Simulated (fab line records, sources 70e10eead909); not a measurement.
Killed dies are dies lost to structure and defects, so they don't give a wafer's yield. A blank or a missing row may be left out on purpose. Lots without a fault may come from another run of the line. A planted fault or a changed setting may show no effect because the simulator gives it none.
Chamber matching | flow nand_harc | NHARC_A_ZERO_WELL_DESCUM_12 on rie_diel-10: 4 sister chambers
The step chemistry O2, time 3 s. 4 wafers are shown with their chamber, then 11 later ones without.

WAFERS WITH THEIR CHAMBER
wafer  | chamber | oes_product_au (a.u.)
L210.1 | 3       | 1.001
L211.1 | 0       | 1.024
L211.6 | 1       | 0.998
L212.1 | 2       | 1.017

WAFERS WITHOUT THEIR CHAMBER
wafer  | oes_product_au (a.u.)
L212.5 | 0.999
L212.6 | 0.998
L217.2 | 0.984
L217.3 | 0.997
L217.5 | 1.004
L218.1 | 0.991
L218.2 | 1.003
L218.6 | 0.989
L224.2 | 1.002
L224.5 | 1.004
L224.6 | 1.002

WHICH CHAMBER EACH WENT THROUGH
wafer  | from the rows above          | in truth
L212.5 | can't be placed: 1 or 3      | 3
L212.6 | can't be placed: 1 or 3      | 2
L217.2 | can't be placed: 1 or 3      | 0
L217.3 | can't be placed: 1 or 3      | 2
L217.5 | can't be placed: 3 or 1 or 2 | 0
L218.1 | can't be placed: 1 or 3      | 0
L218.2 | can't be placed: 3 or 1      | 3
L218.6 | can't be placed: 1 or 3      | 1
L224.2 | can't be placed: 3 or 1      | 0
L224.5 | can't be placed: 3 or 1 or 2 | 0
L224.6 | can't be placed: 3 or 1      | 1
Placed correctly: 0 of 11. Can't be placed from these rows: 11 (the true chamber is among the candidates in 4). Placed wrongly: 0.
How it was worked out, from the rows above alone: a wafer's distance from a chamber is the root of the sum, over the readings, of the square of ((its reading less the chamber's mean) divided by the reading's scatter). The wafer belongs to the nearest chamber; if the next one is less than 2 further off, it can't be placed. A chamber's mean is the mean of its shown wafers. The scatter: with one shown wafer a chamber, the root of the mean of the squares of how far each hidden wafer lies from its nearest shown one.
